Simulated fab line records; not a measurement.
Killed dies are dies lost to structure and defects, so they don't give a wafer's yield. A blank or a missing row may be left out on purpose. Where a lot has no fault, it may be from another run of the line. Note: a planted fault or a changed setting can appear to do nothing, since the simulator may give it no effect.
fab line records | flow n5_finfet
record: lots: 9 | wafers: 26 | last_day: 18
route steps=1938 shown ILD0@344 SDB@364 HKMG_FIN@387 BEOL_M4@1111
lots untouched by any fault: they come from a run of this same line in which no faults occurred
start_h: start of the lot's first displayed wafer, in hours after the record's first day | wait_h: hours from the lot's prior step to this one | " the same as in the row above | L1.1+2: a row that stands for several wafers | - either no value or no given start | * or withheld: withheld | < > ~ a bound
route shown NAME@n: a module of which the file shows steps, and the number in the route of the first | usual: mean/standard deviation of fault-free wafers | same: alike in all rows | chamber/n: place in a boat | sites: the reading at each site | _std_site: standard deviation of those values | _edge_site: inner sites' mean taken away from outer sites' mean | radius_mm: for every site, how far away it sits from the centre of the wafer | mask NAME#n: copy n | behind: the last tool/chamber to shape the wafer | hold: cause of the lot's hold/its duration in hours/its outcome | device: the transistor (n, p or np) that didn't switch | end of line: the route-end tests of the same wafers | for a step that has no rows: nothing shown but its recipe | killed: not the wafer's yield, but the dies lost to structure and defects at the first sort | map: the dies of a wafer, with x for killed, . for not killed, _ for no die there
set.NAME: the run value of the setting; set.NAME@STEP: its run value at that earlier step | model.NAME: the simulator's own value behind a step, which no gauge read
one table for each step of the route and one row for each wafer, over a sample of lots
services: from which hour (start_h, from the record's first day; less than 0 if before it) a tool's chamber was out of use, for how many hours, and why
== steps ==
step: N5_ILD0_CMP_12
recipe: stop_on: poly-Si | material: SiNx | t_overpolish_s: 6 | post_cmp_clean: alkaline_brush | down_force_psi: 2.5 | platen_rpm: 51.8 | pad_velocity_m_s: 1.0307 | target_thk_nm: 17.67
usual: motor_current_A: 9.5/0.93 | overpolish_run_s: 6.002/0.0092 | slurry_flow_ml_min: 150.0/0.49 | time_to_endpoint_s: 29.1/2
lot.wafer | tool   | chamber | start_h | wait_h | motor_current_A | overpolish_run_s | slurry_flow_ml_min | time_to_endpoint_s
L667.2    | cmp-03 | 1       | 75.30   | 2.2    | 9.4             | 6.002            | 150.7              | 31.7
L667.1    | "      | 2       | "       | "      | 10.4            | 6.004            | 149.5              | 32.6
L667.5    | "      | 1       | "       | "      | 9.5             | 6.013            | 149.7              | 30.0
L669.3    | cmp-01 | 2       | 83.43   | 1.2    | 7.1             | 6.020            | 149.1              | 30.8
L669.6    | "      | 3       | "       | "      | 11.8            | 5.995            | 149.1              | 29.0
L669.5    | "      | 0       | "       | "      | 10.2            | 6.016            | 149.4              | 29.8
L672.2    | cmp-03 | 1       | 107.27  | 1.2    | 9.4             | 5.995            | 150.7              | 29.9
L672.6    | "      | 2       | "       | "      | 11.0            | 6.009            | 149.5              | 30.4
L672.5    | "      | 3       | "       | "      | 9.3             | 6.001            | 150.1              | 29.8
L673.1    | cmp-03 | 3       | 108.03  | 1.1    | 9.4             | 6.001            | 149.5              | 32.8
L673.2    | "      | 1       | "       | "      | 9.9             | 6.004            | 150.2              | 30.6
L680.3    | cmp-02 | 2       | 147.10  | 1.1    | 9.8             | 6.001            | 149.6              | 29.8
L680.2    | "      | 3       | "       | "      | 8.1             | 6.005            | 150.1              | 32.0
L680.5    | "      | 3       | "       | "      | 8.0             | 5.994            | 149.6              | 31.4
L683.3    | cmp-02 | 2       | 167.55  | 1.1    | 9.4             | 6.000            | 150.3              | 28.8
L683.4    | "      | 0       | "       | "      | 9.2             | 5.998            | 151.1              | 31.6
L683.6    | "      | 3       | "       | "      | 8.1             | 6.003            | 150.1              | 30.6
L684.4    | cmp-03 | 0       | 177.26  | 1.2    | 8.5             | 6.003            | 149.4              | 29.4
L684.5    | "      | 3       | "       | "      | 9.3             | 5.996            | 149.9              | 27.6
L684.6    | "      | 0       | "       | "      | 8.3             | 5.993            | 150.2              | 27.8
L688.4    | cmp-03 | 1       | 196.33  | 1.7    | 9.6             | 6.004            | 149.9              | 28.7
L688.3    | "      | 2       | "       | "      | 10.9            | 6.003            | 150.9              | 29.1
L688.1    | "      | 0       | "       | "      | 8.3             | 6.000            | 149.6              | 30.2
L689.1    | cmp-03 | 2       | 204.50  | 1.2    | 10.9            | 5.997            | 150.2              | 32.6
L689.3    | "      | 0       | "       | "      | 8.6             | 6.002            | 150.4              | 30.3
L689.6    | "      | 2       | "       | "      | 11.3            | 6.009            | 150.2              | 30.2
step: N5_SDB_HM_OPEN_20
recipe: chemistry: CH3F/O2 | target: SiNx | mask_material: SOC | target_depth_a: 240 | stop_on: poly-Si | over_etch_frac: 0.4 | ion_energy_ev: 120 | pressure_mtorr: 30 | source_w: 395 | bias_w: 73 | Ar_flow_sccm: 150 | CH3F_flow_sccm: 30 | O2_flow_sccm: 20
usual: CH3F_flow_sccm: 30.00/0.088 | drypump_motor_current_A: 5.8/0.46 | oes_product_au: 0.64/0.056 | rf_vpp_V: 296.4/2.9 | showerhead_plenum_p_Torr: 2.02/0.08 | throttle_valve_pct: 16.35/0.22
lot.wafer | tool        | chamber | start_h | wait_h | CH3F_flow_sccm | drypump_motor_current_A | oes_product_au | rf_hours_counter_h | rf_vpp_V | showerhead_plenum_p_Torr | throttle_valve_pct
L667.1    | rie_diel-02 | 2       | 76.26   | 0.0    | 30.02          | 6.1                     | 0.67           | 71                 | 298.5    | 2.12                     | 16.14
L667.2    | "           | 3       | "       | "      | 29.99          | 5.9                     | 0.65           | 98                 | 299.4    | 1.94                     | 16.15
L667.5    | "           | 0       | "       | "      | 30.06          | 5.5                     | 0.59           | -                  | 292.9    | 1.90                     | 16.34
L669.3    | rie_diel-01 | 1       | 84.44   | 0.0    | 30.09          | 5.6                     | 0.74           | 16                 | 298.9    | 2.13                     | 16.02
L669.5    | "           | 3       | "       | "      | 30.02          | 6.2                     | 0.67           | -                  | 298.9    | 2.10                     | 16.23
L669.6    | "           | 2       | "       | "      | 30.11          | 5.0                     | 0.60           | -                  | 294.3    | 2.07                     | 16.67
L672.2    | rie_diel-01 | 3       | 108.28  | 0.0    | 29.99          | 6.2                     | 0.65           | 105                | 301.4    | 2.09                     | 16.26
L672.5    | "           | 0       | "       | "      | 30.16          | 5.6                     | 0.64           | -                  | 292.4    | 1.92                     | 16.55
L672.6    | "           | 1       | "       | "      | 30.10          | 5.6                     | 0.73           | -                  | 299.6    | 2.12                     | 16.04
L673.1    | rie_diel-02 | 0       | 109.15  | 0.0    | 29.88          | 5.5                     | 0.57           | 228                | 293.3    | 1.89                     | 16.36
L673.2    | "           | 2       | "       | "      | 30.06          | 6.1                     | 0.66           | 83                 | 299.4    | 2.11                     | 16.17
L680.2    | rie_diel-01 | 0       | 148.15  | 0.0    | 30.01          | 5.7                     | 0.61           | 166                | 292.1    | 1.92                     | 16.55
L680.3    | "           | 3       | "       | "      | 30.06          | 6.2                     | 0.64           | 117                | 299.5    | 2.09                     | 16.28
L680.5    | "           | 3       | "       | "      | 30.02          | 6.3                     | 0.65           | -                  | 299.3    | 2.09                     | 16.29
L683.3    | rie_diel-02 | 2       | 168.70  | 0.0    | 30.13          | 6.1                     | 0.63           | 106                | 299.4    | 2.10                     | 16.21
L683.4    | "           | 1       | "       | "      | 29.98          | 6.5                     | 0.59           | -                  | 294.8    | 2.05                     | 16.42
L683.6    | "           | 3       | "       | "      | 30.06          | 5.9                     | 0.62           | -                  | 300.5    | 1.93                     | 16.22
L684.4    | rie_diel-06 | 2       | 178.34  | 0.0    | 30.09          | 5.4                     | 0.61           | 174                | 294.8    | 2.07                     | 16.69
L684.5    | "           | 2       | "       | "      | 29.93          | 5.4                     | 0.61           | -                  | 296.6    | 2.07                     | 16.70
L684.6    | "           | 3       | "       | "      | 30.03          | 6.4                     | 0.64           | -                  | 296.1    | 2.00                     | 16.55
L688.1    | rie_diel-02 | 2       | 197.45  | 0.0    | 30.08          | 6.1                     | 0.64           | 118                | 298.4    | 2.10                     | 16.23
L688.3    | "           | 0       | "       | "      | 30.06          | 5.5                     | 0.79           | 4                  | 298.1    | 2.13                     | 15.96
L688.4    | "           | 0       | "       | "      | 30.09          | 5.5                     | 0.80           | -                  | 296.4    | 2.13                     | 15.94
L689.1    | rie_diel-01 | 2       | 205.48  | 0.0    | 29.82          | 5.0                     | 0.57           | 241                | 293.7    | 2.05                     | 16.74
L689.3    | "           | 1       | "       | "      | 29.91          | 5.6                     | 0.69           | 65                 | 299.6    | 2.11                     | 16.12
L689.6    | "           | 1       | "       | "      | 29.91          | 5.6                     | 0.69           | -                  | 299.5    | 2.11                     | 16.13
step: N5_SDB_STRIP_22
recipe: chemistry: N2/H2 | power_w: 1000 | temp_c: 250 | h2_frac: 0.65 | overash_fraction: 0.3 | pressure_mtorr: withheld | n2_flow_sccm: 1750 | h2_flow_sccm: 3250
usual: drypump_motor_current_A: 5.7/0.41 | heater_power_w: 336/27 | oes_product_au: 0.714/0.0046 | strip_time_to_endpoint_s: 96.2/0.34
lot.wafer | tool            | chamber | start_h | wait_h | drypump_motor_current_A | heater_power_w | oes_product_au | rf_hours_counter_h | strip_time_to_endpoint_s
L667.1    | plasma_asher-02 | 1       | 76.34   | 0.1    | 5.3                     | 358            | 0.705          | 91                 | 96.2
L667.2    | "               | 0       | "       | "      | 5.9                     | 327            | 0.716          | 91                 | 96.2
L667.5    | "               | 1       | "       | "      | 5.3                     | 364            | 0.722          | -                  | 96.4
L669.3    | plasma_asher-02 | 1       | 84.56   | 0.1    | 5.3                     | 367            | 0.713          | -                  | 95.9
L669.5    | "               | 1       | "       | "      | 5.3                     | 372            | 0.714          | -                  | 95.9
L669.6    | "               | 0       | "       | "      | 5.9                     | 320            | 0.716          | -                  | 96.3
L672.2    | plasma_asher-02 | 0       | 108.36  | 0.1    | 5.9                     | 327            | 0.713          | 99                 | 95.7
L672.5    | "               | 0       | "       | "      | 5.9                     | 317            | 0.712          | -                  | 96.0
L672.6    | "               | 1       | "       | "      | 5.3                     | 364            | 0.713          | -                  | 95.9
L673.1    | plasma_asher-02 | 0       | 109.23  | 0.1    | 5.9                     | 331            | 0.711          | 99                 | 96.3
L673.2    | "               | 1       | "       | "      | 5.3                     | 357            | 0.726          | 99                 | 95.5
L680.2    | plasma_asher-02 | 0       | 148.31  | 0.1    | 5.9                     | 327            | 0.705          | 107                | 96.8
L680.3    | "               | 1       | "       | "      | 5.3                     | 362            | 0.724          | -                  | 96.6
L680.5    | "               | 0       | "       | "      | 5.9                     | 323            | 0.707          | -                  | 96.5
L683.3    | plasma_asher-01 | 1       | 168.82  | 0.1    | 5.8                     | 327            | 0.718          | -                  | 96.1
L683.4    | "               | 0       | "       | "      | 6.6                     | 294            | 0.711          | -                  | 96.2
L683.6    | "               | 0       | "       | "      | 6.6                     | 279            | 0.714          | -                  | 96.3
L684.4    | plasma_asher-02 | 1       | 178.47  | 0.1    | 5.3                     | 354            | 0.717          | -                  | 95.9
L684.5    | "               | 0       | "       | "      | 5.9                     | 313            | 0.706          | -                  | 95.7
L684.6    | "               | 1       | "       | "      | 5.3                     | 364            | 0.715          | -                  | 95.5
L688.1    | plasma_asher-02 | 0       | 197.53  | 0.1    | 5.9                     | 330            | 0.707          | 117                | 96.3
L688.3    | "               | 1       | "       | "      | 5.3                     | 361            | 0.713          | -                  | 96.0
L688.4    | "               | 0       | "       | "      | 5.9                     | 328            | 0.714          | -                  | 96.1
L689.1    | plasma_asher-01 | 1       | 205.57  | 0.1    | 5.8                     | 327            | 0.713          | 57                 | 96.8
L689.3    | "               | 0       | "       | "      | 6.6                     | 283            | 0.719          | -                  | 96.5
L689.6    | "               | 1       | "       | "      | 5.8                     | 325            | 0.717          | -                  | 96.5
step: N5_HKMG_FIN_HK_ANNEAL_02
recipe: temp_c: 700 | time_s: 30 | ambient: N2 | idle_temp_c: 600 | ramp_up_c_per_s: 150 | ramp_down_c_per_s: 60 | cool_to_c: 600
usual: lamp_power_pct: 8.81/0.054 | lamp_zone_1_pct: 8.798/0.0096 | lamp_zone_2_pct: 8.798/0.01 | lamp_zone_3_pct: 8.798/0.0096 | lamp_zone_4_pct: 8.794/0.011 | lamp_zone_5_pct: 8.796/0.0095 | lamp_zone_6_pct: 8.724/0.0096 | lamp_zone_7_pct: 9.192/0.011 | wafer_temp_C_max: 702.9/0.62
lot.wafer | tool          | chamber | start_h | wait_h | lamp_power_pct | lamp_zone_1_pct | lamp_zone_2_pct | lamp_zone_3_pct | lamp_zone_4_pct | lamp_zone_5_pct | lamp_zone_6_pct | lamp_zone_7_pct | wafer_temp_C_max
L667.1    | rtp_anneal-01 | 0       | 80.71   | 0.1    | 8.75           | 8.791           | 8.801           | 8.806           | 8.815           | 8.800           | 8.734           | 9.201           | 702.8
L667.2    | "             | 0       | "       | "      | 8.85           | 8.790           | 8.816           | 8.802           | 8.784           | 8.792           | 8.718           | 9.193           | 703.4
L667.5    | "             | 0       | "       | "      | 8.82           | 8.805           | 8.787           | 8.786           | 8.804           | 8.790           | 8.728           | 9.189           | 702.2
L669.3    | rtp_anneal-01 | 0       | 89.76   | 0.2    | 8.83           | 8.806           | 8.808           | 8.787           | 8.794           | 8.808           | 8.727           | 9.202           | 701.8
L669.5    | "             | 0       | "       | "      | 8.80           | 8.801           | 8.795           | 8.789           | 8.787           | 8.795           | 8.722           | 9.200           | 702.2
L669.6    | "             | 0       | "       | "      | 8.83           | 8.831           | 8.808           | 8.779           | 8.808           | 8.791           | 8.712           | 9.197           | 704.0
L672.2    | rtp_anneal-01 | 0       | 112.74  | 0.2    | 9.02           | 8.915           | 8.915           | 8.916           | 8.891           | 8.896           | 8.840           | 9.311           | 703.6
L672.5    | "             | 0       | "       | "      | 8.80           | 8.790           | 8.801           | 8.803           | 8.790           | 8.784           | 8.730           | 9.173           | 702.5
L672.6    | "             | 0       | "       | "      | 8.87           | 8.915           | 8.917           | 8.907           | 8.905           | 8.928           | 8.842           | 9.302           | 702.4
L673.1    | rtp_anneal-01 | 0       | 114.24  | 0.2    | 8.86           | 8.804           | 8.793           | 8.806           | 8.794           | 8.797           | 8.722           | 9.176           | 703.0
L673.2    | "             | 0       | "       | "      | 8.84           | 8.925           | 8.918           | 8.904           | 8.923           | 8.897           | 8.849           | 9.322           | 704.0
L680.2    | rtp_anneal-02 | 0       | 152.76  | 0.2    | 8.73           | 8.789           | 8.807           | 8.811           | 8.818           | 8.781           | 8.713           | 9.186           | 703.0
L680.3    | "             | 0       | "       | "      | 8.88           | 8.804           | 8.798           | 8.834           | 8.814           | 8.798           | 8.716           | 9.201           | 701.9
L680.5    | "             | 0       | "       | "      | 8.71           | 8.789           | 8.796           | 8.799           | 8.789           | 8.790           | 8.707           | 9.178           | 701.9
L683.3    | rtp_anneal-02 | 0       | 173.41  | 0.2    | 8.79           | 8.795           | 8.801           | 8.788           | 8.799           | 8.794           | 8.726           | 9.199           | 703.1
L683.4    | "             | 0       | "       | "      | 8.86           | 8.805           | 8.800           | 8.792           | 8.777           | 8.784           | 8.715           | 9.192           | 704.4
L683.6    | "             | 0       | "       | "      | 8.88           | 8.801           | 8.793           | 8.792           | 8.805           | 8.800           | 8.707           | 9.180           | 703.5
L684.4    | rtp_anneal-01 | 0       | 183.24  | 0.2    | 8.81           | 8.808           | 8.809           | 8.813           | 8.794           | 8.784           | 8.714           | 9.187           | 702.5
L684.5    | "             | 0       | "       | "      | 8.80           | 8.795           | 8.810           | 8.795           | 8.794           | 8.794           | 8.709           | 9.189           | 702.5
L684.6    | "             | 0       | "       | "      | 8.70           | 8.798           | 8.798           | 8.795           | 8.798           | 8.809           | 8.730           | 9.203           | 702.9
L688.1    | rtp_anneal-01 | 0       | 201.93  | 0.2    | 8.83           | 8.795           | 8.806           | 8.810           | 8.780           | 8.797           | 8.725           | 9.197           | 703.2
L688.3    | "             | 0       | "       | "      | 8.72           | 8.807           | 8.822           | 8.805           | 8.782           | 8.789           | 8.704           | 9.184           | 702.7
L688.4    | "             | 0       | "       | "      | 8.74           | 8.810           | 8.793           | 8.808           | 8.810           | 8.816           | 8.728           | 9.185           | 703.3
L689.1    | rtp_anneal-01 | 0       | 209.88  | 0.1    | 8.76           | 8.802           | 8.808           | 8.792           | 8.791           | 8.794           | 8.739           | 9.196           | 703.7
L689.3    | "             | 0       | "       | "      | 8.67           | 8.792           | 8.790           | 8.807           | 8.779           | 8.810           | 8.709           | 9.190           | 702.1
L689.6    | "             | 0       | "       | "      | 8.76           | 8.801           | 8.807           | 8.793           | 8.812           | 8.797           | 8.724           | 9.202           | 703.1
step: N5_BEOL_M4_RC_MEAS_101
usual: DIBL_N: 36.5/1.4 | DIBL_P: 36.6/1.6 | IOFF_N: 0.160/0.024 | IOFF_P: 0.217/0.029 | ION_N: 674/8.7 | ION_P: 464/6.5 | SS_N: 71.6/0.47 | SS_P: 73.4/0.57 | VT_N: 250.0/2.5 | VT_P: -250/3.1
lot.wafer | tool      | chamber | start_h | wait_h | DIBL_N[mV/V] | DIBL_P[mV/V] | IOFF_N[nA/um] | IOFF_P[nA/um] | ION_N[uA/um] | ION_P[uA/um] | SS_N[mV/dec] | SS_P[mV/dec] | VT_N[mV] | VT_P[mV]
L667.1    | prober-02 | 0       | 174.07  | 0.0    | 34.3         | 35.8         | 0.140         | 0.193         | 663          | 465          | 71.6         | 72.8         | 250.5    | -251
L667.2    | "         | 0       | "       | "      | 35.2         | 36.7         | 0.143         | 0.203         | 666          | 461          | 71.8         | 72.6         | 251.5    | -251
L667.5    | "         | 0       | "       | "      | 35.5         | 36.3         | 0.152         | 0.208         | 671          | 462          | 71.7         | 73.3         | 249.1    | -249
L669.3    | prober-02 | 0       | 193.68  | 0.3    | 34.9         | 35.5         | 0.155         | 0.228         | 680          | 471          | 71.6         | 73.5         | 249.3    | -249
L669.5    | "         | 0       | "       | "      | 33.5         | 33.6         | 0.128         | 0.191         | 667          | 466          | 71.3         | 72.9         | 252.2    | -252
L669.6    | "         | 0       | "       | "      | 35.1         | 36.0         | 0.159         | 0.224         | 687          | 471          | 72.0         | 73.1         | 249.7    | -247
L672.2    | prober-01 | 0       | 212.97  | 0.2    | 36.0         | 36.3         | 0.157         | 0.238         | 671          | 471          | 71.7         | 74.0         | 248.6    | -246
L672.5    | "         | 0       | "       | "      | 35.4         | 34.5         | 0.140         | 0.202         | 670          | 462          | 71.5         | 72.5         | 250.6    | -246
L672.6    | "         | 0       | "       | "      | 36.1         | 36.8         | 0.164         | 0.232         | 679          | 469          | 71.6         | 73.6         | 249.2    | -247
L673.1    | prober-01 | 0       | 216.01  | 0.0    | 38.3         | 38.1         | 0.188         | 0.269         | 683          | 473          | 71.7         | 74.7         | 248.0    | -245
L673.2    | "         | 0       | "       | "      | 35.6         | 33.5         | 0.127         | 0.187         | 663          | 466          | 71.6         | 72.3         | 254.5    | -250
L680.2    | prober-02 | 0       | 260.42  | 0.2    | 36.8         | 37.4         | 0.157         | 0.227         | 668          | 458          | 72.0         | 74.0         | 251.6    | -247
L680.3    | "         | 0       | "       | "      | 36.1         | 36.8         | 0.154         | 0.219         | 678          | 468          | 71.6         | 73.4         | 250.2    | -249
L680.5    | "         | 0       | "       | "      | 36.4         | 36.4         | 0.155         | 0.219         | 678          | 469          | 70.4         | 73.7         | 251.5    | -249
L683.3    | prober-02 | 0       | 270.46  | 0.3    | 35.3         | 34.2         | 0.112         | 0.167         | 653          | 454          | 71.0         | 72.3         | 253.4    | -255
L683.4    | "         | 0       | "       | "      | 36.1         | 35.6         | 0.127         | 0.185         | 663          | 462          | 71.2         | 73.1         | 254.9    | -252
L683.6    | "         | 0       | "       | "      | 35.7         | 35.5         | 0.127         | 0.185         | 666          | 462          | 71.4         | 73.3         | 253.7    | -252
L684.4    | prober-01 | 0       | 278.41  | 0.5    | 36.7         | 38.8         | 0.167         | 0.226         | 666          | 463          | 72.0         | 74.2         | 249.4    | -253
L684.5    | "         | 0       | "       | "      | 36.8         | 39.0         | 0.173         | 0.231         | 669          | 459          | 71.6         | 73.8         | 250.7    | -250
L684.6    | "         | 0       | "       | "      | 35.0         | 36.9         | 0.146         | 0.194         | 672          | 460          | 71.7         | 73.3         | 250.6    | -252
L688.1    | prober-01 | 0       | 301.14  | 0.0    | 35.8         | 38.6         | 0.164         | 0.217         | 677          | 454          | 71.6         | 73.5         | 248.1    | -249
L688.3    | "         | 0       | "       | "      | 34.8         | 37.1         | 0.143         | 0.193         | 677          | 461          | 70.9         | 73.4         | 252.1    | -250
L688.4    | "         | 0       | "       | "      | 37.9         | 40.1         | 0.199         | 0.236         | 686          | 458          | 73.0         | 74.4         | 248.2    | -249
L689.1    | prober-02 | 0       | 304.14  | 0.0    | 37.0         | 36.3         | 0.169         | 0.218         | 677          | 459          | 72.2         | 72.9         | 249.2    | -251
L689.3    | "         | 0       | "       | "      | 36.4         | 36.3         | 0.166         | 0.213         | 682          | 464          | 71.4         | 74.0         | 247.6    | -252
L689.6    | "         | 0       | "       | "      | 36.7         | 36.4         | 0.173         | 0.222         | 680          | 464          | 72.0         | 73.8         | 247.2    | -249
== services ==
tool            | chamber | start_h | hours | kind
rie_diel-06     | -       | 57.20   | 3.8   | repair
rie_diel-01     | 1       | 64.71   | 3.8   | repair
cmp-03          | -       | 72.45   | 0.3   | repair
rie_diel-06     | 0       | 82.34   | -     | clean
rie_diel-06     | 0       | 82.34   | -     | consumable_replace:focus_ring
cmp-01          | -       | 84.26   | 1.0   | repair
plasma_asher-01 | -       | 89.33   | 6.2   | repair
cmp-03          | -       | 94.83   | 0.4   | repair
cmp-01          | -       | 115.10  | 4.0   | pm
cmp-02          | -       | 117.19  | 3.8   | repair
cmp-01          | -       | 132.38  | 17.3  | repair
rie_diel-06     | -       | 152.14  | 4.3   | pm
rie_diel-02     | -       | 161.27  | 0.4   | repair
rie_diel-02     | 0       | 168.03  | -     | clean
rie_diel-02     | 0       | 168.03  | -     | consumable_replace:focus_ring
rie_diel-02     | 0       | 168.03  | -     | consumable_replace:showerhead
rie_diel-02     | 0       | 168.03  | 16.3  | scheduled_down
rie_diel-02     | 0       | 168.03  | 16.3  | vent_cycle
cmp-02          | -       | 172.36  | 4.9   | pm
rie_diel-01     | 2       | 185.30  | 17.7  | repair
cmp-02          | -       | 194.36  | 2.7   | repair
rie_diel-02     | 1       | 195.81  | 5.5   | repair
rie_diel-02     | 3       | 198.03  | 6.0   | repair
cmp-03          | -       | 198.27  | 1.0   | repair
== key ==
first_sign: step: N5_HKMG_FIN_HK_ANNEAL_02 | reading: lamp_zone_1_pct | direction: up | sigmas: 13 | usual: * | struck: *
effect: step: N5_HKMG_FIN_HK_ANNEAL_02 | reading: lamp_zone_6_pct | direction: up | sigmas: 12 | usual: * | struck: *
met_at N5_HKMG_FIN_HK_ANNEAL_02
struck_lots L672,L673
struck_wafers L672.2,L672.6,L673.2
not_acting_at N5_ILD0_CMP_12,N5_SDB_HM_OPEN_20,N5_SDB_STRIP_22
onset_between 89.76 112.74
fault: kind: process_parameter_drift | tool: rtp_anneal-01 | chamber: - | onset_h: 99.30 | steps: N5_HKMG_FIN_HK_ANNEAL_02 | channel: time_s | offset: * | shape: step | end_h: 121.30 | scope: struck_wafers_only | acts_in: * | stated: *
